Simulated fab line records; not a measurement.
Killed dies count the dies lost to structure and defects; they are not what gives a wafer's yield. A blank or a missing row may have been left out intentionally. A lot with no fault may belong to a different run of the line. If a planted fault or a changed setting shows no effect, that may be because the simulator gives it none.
fab line records	flow n5-finfet	part 2 of 2: steps 21 to 26 of 26
record lots=5	wafers=15	last-day=16
route steps=1938 shown BEOL_M3@950
lots that met no fault: from a run of the same line without faults
start-h: hours from the record's first day to the start of the lot's first wafer shown	wait-h: hours from the lot's prior step to this one	" unchanged from the row above	L1.1+2: several wafers, shown together as one row	- value missing, or start not given	* or withheld: withheld	< > ~ a bound
route shown NAME@n: NAME is a module with steps in the file, n the number in the route of the first one	usual: the fault-free wafers' mean and standard deviation	same: alike in all rows	chamber/n: place in a boat	sites: readings site by site	_std_site: standard deviation of those values	_edge_site: inner sites' mean taken away from outer sites' mean	radius-mm: for every site, how far away it sits from the centre of the wafer	mask NAME#n: copy n	behind: the last tool/chamber to shape the wafer	hold: what put the lot on hold/how long, in hours/how the hold closed	device: which transistor (n, p or np) failed to switch	end of line: the same wafers' tests at the end of the route	a step with no rows: only its recipe	killed: dies lost to structure and defects at the first sort, not the wafer's yield	map: per-die view of a wafer (x killed, . not killed, _ where there is no die)
set.NAME: setting as actually run; set.NAME@STEP: the setting as run at that earlier step	model.NAME: the simulator's own value behind a step, which no gauge read
lots seen at some steps along the route; tables by step, rows by wafer
services: a tool's chamber out of use, with start hour (start-h, from the record's first day; less than 0 if before it), hours out, and reason
## steps
# step N5_BEOL_M3_ETCH_77
# recipe chemistry=N2/H2	target=underlayer	target-depth-a=65	mask-material=CAR-EUV	time-s=5.2	ion-energy-ev=200	pressure-mtorr=30	source-w=840	bias-w=150	n2-flow-sccm=200	h2-flow-sccm=200	ends=cleared
# usual drypump-motor-current-A=5.7/0.38	etch-rf-on-time-s=5.23/0.19	oes-product-au=0.70/0.066	rf-vpp-V=525.1/2	showerhead-plenum-p-Torr=2.58/0.062	throttle-valve-pct=17.63/0.28
lot.wafer	tool	chamber	start-h	wait-h	drypump-motor-current-A	etch-rf-on-time-s	oes-product-au	rf-hours-counter-h	rf-vpp-V	showerhead-plenum-p-Torr	throttle-valve-pct
L079.1	rie-diel-04	0	169.32	0.0	5.5	5.23	0.64	166	526.2	2.63	17.72
L079.2	"	1	"	"	5.0	5.09	0.64	161	528.4	2.67	17.72
L079.6	"	0	"	"	5.5	5.27	0.63	-	527.6	2.63	17.72
L083.2	rie-diel-05	3	208.91	0.0	5.8	5.62	0.77	12	525.7	2.58	17.07
L083.3	"	0	"	"	5.0	5.02	0.60	222	527.5	2.62	17.82
L083.6	"	0	"	"	5.0	5.03	0.62	-	528.0	2.62	17.80
L088.2	rie-diel-05	3	219.74	0.0	5.8	5.68	0.73	17	523.6	2.58	17.02
L088.3	"	1	"	"	5.6	5.29	0.71	57	525.7	2.58	17.72
L088.6	"	3	"	"	5.8	5.61	0.75	-	526.4	2.58	17.06
L087.4	rie-diel-05	0	222.70	0.0	5.0	5.06	0.61	228	525.4	2.62	17.80
L087.5	"	2	"	"	5.7	5.29	0.75	-	524.4	2.58	17.52
L087.6	"	1	"	"	5.6	5.34	0.72	-	527.1	2.58	17.73
L094.1	rie-diel-04	2	267.16	0.0	6.0	5.09	0.77	26	525.2	2.58	17.77
L094.3	"	1	"	"	4.9	5.10	0.62	194	526.3	2.65	17.77
L094.5	"	0	"	"	5.5	5.32	0.61	-	525.4	2.62	17.78
# step N5_BEOL_M3_ETCH_69
# recipe chemistry=CF4	target=SiARC	target-depth-a=156	mask-material=CAR-EUV	time-s=26	ion-energy-ev=80	pressure-mtorr=40	source-w=545	bias-w=36	Ar_flow_sccm=100	cf4-flow-sccm=100	ends=cleared
# usual drypump-motor-current-A=5.7/0.37	etch-rf-on-time-s=26.1/0.91	oes-product-au=0.70/0.067	rf-vpp-V=184.3/0.99	showerhead-plenum-p-Torr=2.18/0.045	throttle-valve-pct=15.47/0.23
lot.wafer	tool	chamber	start-h	wait-h	drypump-motor-current-A	etch-rf-on-time-s	oes-product-au	rf-hours-counter-h	rf-vpp-V	showerhead-plenum-p-Torr	throttle-valve-pct
L079.1	rie-diel-04	0	169.34	0.0	5.5	26.5	0.63	166	185.1	2.23	15.69
L079.2	"	1	"	"	4.9	25.3	0.64	161	184.2	2.19	15.30
L079.6	"	0	"	"	5.4	26.1	0.64	-	184.8	2.23	15.70
L083.2	rie-diel-05	3	208.93	0.0	5.8	28.1	0.75	12	184.5	2.22	15.15
L083.3	"	0	"	"	5.0	25.4	0.60	222	185.3	2.21	15.54
L083.6	"	0	"	"	5.0	25.4	0.61	-	184.7	2.21	15.54
L088.2	rie-diel-05	3	219.76	0.0	5.8	28.0	0.74	17	184.1	2.22	15.15
L088.3	"	1	"	"	5.6	26.9	0.72	57	183.6	2.19	15.48
L088.6	"	3	"	"	5.8	28.1	0.75	-	184.4	2.22	15.15
L087.4	rie-diel-05	0	222.72	0.0	5.0	25.2	0.61	228	185.1	2.20	15.57
L087.5	"	2	"	"	5.7	26.7	0.75	-	184.0	2.17	15.32
L087.6	"	1	"	"	5.6	26.5	0.71	-	185.4	2.19	15.50
L094.1	rie-diel-04	2	267.18	0.0	6.0	25.7	0.78	26	182.8	2.16	15.54
L094.3	"	1	"	"	5.0	25.5	0.62	194	184.1	2.18	15.36
L094.5	"	0	"	"	5.4	26.8	0.61	-	184.8	2.21	15.75
# step N5_BEOL_M3_ALD_98
# recipe material=SiO2	target-thk-a=25	temp-c=100	ald-precursor-family=BDEAS	ald-co-reactant=O2-plasma	pulse-time-s=1	co-reactant-pulse-time-s=1	purge-time-s=2	co-reactant-purge-time-s=2	ald-cycles=17	pressure-torr=2
# usual heater-power-w=80/10	precursor-pulse-height-rel=0.999/0.02
lot.wafer	tool	chamber	start-h	wait-h	heater-power-w	precursor-pulse-height-rel
L079.1	ald-sin-04	2	169.42	0.1	79	1.008
L079.2	"	0	"	"	74	1.017
L079.6	"	2	"	"	81	0.989
L083.2	ald-sin-03	2	209.01	0.1	73	0.995
L083.3	"	0	"	"	78	1.020
L083.6	"	0	"	"	78	0.972
L088.2	ald-sin-02	0	219.84	0.1	83	1.042
L088.3	"	3	"	"	104	1.020
L088.6	"	0	"	"	80	1.039
L087.4	ald-sin-03	0	222.80	0.1	78	0.985
L087.5	"	3	"	"	88	0.952
L087.6	"	2	"	"	73	0.984
L094.1	ald-sin-02	3	267.26	0.1	103	1.021
L094.3	"	0	"	"	82	1.009
L094.5	"	3	"	"	105	0.993
# step N5_BEOL_M3_ETCHBACK_99
# recipe chemistry=CHF3	target=SiO2	target-depth-a=50	time-s=10.4	source-w=215	bias-w=47	Ar_flow_sccm=200	CHF3_flow_sccm=12	ion-energy-ev=100	pressure-mtorr=30
# usual CHF3_flow_sccm=12.00/0.039	drypump-motor-current-A=5.6/0.37	oes_ar_750_au=0.81/0.085	oes-product-au=0.82/0.088	rf-vpp-V=241/5.3	showerhead-plenum-p-Torr=2.19/0.043	throttle-valve-pct=16.96/0.18
lot.wafer	tool	chamber	start-h	wait-h	CHF3_flow_sccm	drypump-motor-current-A	oes_ar_750_au	oes-product-au	rf-hours-counter-h	rf-vpp-V	showerhead-plenum-p-Torr	throttle-valve-pct
L079.1	rie-diel-01	1	171.01	1.5	12.03	5.7	0.82	0.84	58	244	2.26	16.94
L079.2	"	3	"	"	12.04	6.2	0.99	0.97	2	233	2.14	16.75
L079.6	"	2	"	"	11.96	5.8	0.89	0.90	-	242	2.12	17.21
L083.2	rie-diel-04	2	209.47	0.4	11.94	6.0	0.97	0.98	6	237	2.19	16.99
L083.3	"	0	"	"	12.02	5.5	0.73	0.74	181	239	2.23	17.12
L083.6	"	1	"	"	12.01	5.0	0.74	0.75	-	245	2.20	16.76
L088.2	rie-diel-01	0	220.97	1.1	11.99	5.6	0.69	0.67	247	235	2.12	17.22
L088.3	"	3	"	"	12.00	6.2	0.93	0.93	12	232	2.13	16.77
L088.6	"	0	"	"	11.97	5.6	0.70	0.67	-	237	2.12	17.23
L087.4	rie-diel-04	0	223.78	0.9	11.92	5.4	0.73	0.73	188	240	2.23	17.14
L087.5	"	2	"	"	12.03	6.0	0.94	0.95	-	235	2.19	17.02
L087.6	"	1	"	"	12.03	4.9	0.73	0.74	-	245	2.20	16.78
L094.1	rie-diel-04	1	272.43	5.1	11.94	5.0	0.72	0.73	196	245	2.20	16.79
L094.3	"	0	"	"	12.05	5.4	0.72	0.71	203	237	2.22	17.17
L094.5	"	2	"	"	12.07	6.0	0.91	0.91	-	235	2.18	17.05
# step N5_BEOL_M3_ETCH_70
# recipe chemistry=N2/H2	target=SOC	target-depth-a=800	overetch-a=160	mask-material=SiARC	temp-c=40	time-s=120	ion-energy-ev=200	pressure-mtorr=30	source-w=840	bias-w=150	n2-flow-sccm=200	h2-flow-sccm=200
# usual drypump-motor-current-A=5.6/0.37	oes-product-au=0.63/0.067	rf-vpp-V=525.2/1.7	showerhead-plenum-p-Torr=2.58/0.064	throttle-valve-pct=17.63/0.23
lot.wafer	tool	chamber	start-h	wait-h	drypump-motor-current-A	oes-product-au	rf-hours-counter-h	rf-vpp-V	showerhead-plenum-p-Torr	throttle-valve-pct
L079.1	rie-diel-01	1	171.04	0.0	5.7	0.65	58	527.5	2.69	17.89
L079.2	"	3	"	"	6.2	0.74	2	523.1	2.51	17.50
L079.6	"	2	"	"	5.8	0.67	-	523.3	2.48	17.84
L083.2	rie-diel-04	2	209.50	0.0	6.0	0.73	6	527.0	2.59	17.70
L083.3	"	0	"	"	5.4	0.57	181	525.8	2.63	17.70
L083.6	"	1	"	"	5.0	0.57	-	527.0	2.66	17.71
L088.2	rie-diel-01	0	221.01	0.0	5.6	0.53	247	522.3	2.48	17.75
L088.3	"	3	"	"	6.2	0.71	12	521.9	2.51	17.51
L088.6	"	0	"	"	5.7	0.52	-	521.7	2.48	17.74
L087.4	rie-diel-04	0	223.82	0.0	5.4	0.56	188	524.3	2.62	17.72
L087.5	"	2	"	"	6.0	0.71	-	526.8	2.58	17.70
L087.6	"	1	"	"	5.0	0.56	-	526.9	2.66	17.72
L094.1	rie-diel-04	1	272.46	0.0	5.0	0.55	196	527.3	2.65	17.75
L094.3	"	0	"	"	5.4	0.56	203	527.0	2.62	17.74
L094.5	"	2	"	"	6.0	0.69	-	524.2	2.58	17.75
# step N5_BEOL_M3_STRIP_71
# recipe chemistry=N2/H2	temp-c=40	n2-flow-sccm=200	h2-flow-sccm=200	rf-frequency-hz=6e+07
lot.wafer	tool	chamber	start-h	wait-h
L079.1+2+6	rie-diel-01	1,3,2	171.12	0.0
L083.2+3+6	rie-diel-04	2,0,1	209.58	0.0
L088.2+3+6	rie-diel-01	0,3,0	221.09	0.0
L087.4+5+6	rie-diel-04	0,2,1	223.90	0.0
L094.1+3+5	rie-diel-04	1,0,2	272.55	0.0
## services
tool	chamber	start-h	hours	kind
rie-metal-03	-	149.00	0.4	repair
rie-diel-05	3	154.00	3.5	repair
ald-sin-02	3	155.95	8.6	repair
rie-diel-04	-	156.29	1.1	repair
ald-sin-02	3	167.12	5.0	repair
euv-scanner-01	-	171.36	1.0	pm
rie-diel-04	1	173.36	6.0	repair
ald-sin-03	-	176.92	14.0	pm
euv-scanner-01	-	177.31	8.6	repair
euv-scanner-02	-	185.06	0.1	repair
euv-scanner-01	-	192.91	0.1	repair
euv-scanner-02	-	199.81	1.0	pm
rie-diel-05	-	200.69	1.2	repair
rie-diel-04	3	204.29	12.3	repair
rie-diel-01	-	205.20	14.6	pm
ald-sin-02	3	225.72	5.2	repair
euv-scanner-01	-	227.51	1.0	pm
rie-diel-05	0	231.27	1.3	repair
euv-scanner-02	-	238.49	4.6	pm
rie-diel-01	2	241.99	4.6	repair
rie-metal-03	-	259.59	0.7	repair
rie-metal-03	0	260.65	6.9	repair
rie-diel-05	-	266.35	15.6	pm
rie-metal-01	0	269.93	3.0	repair
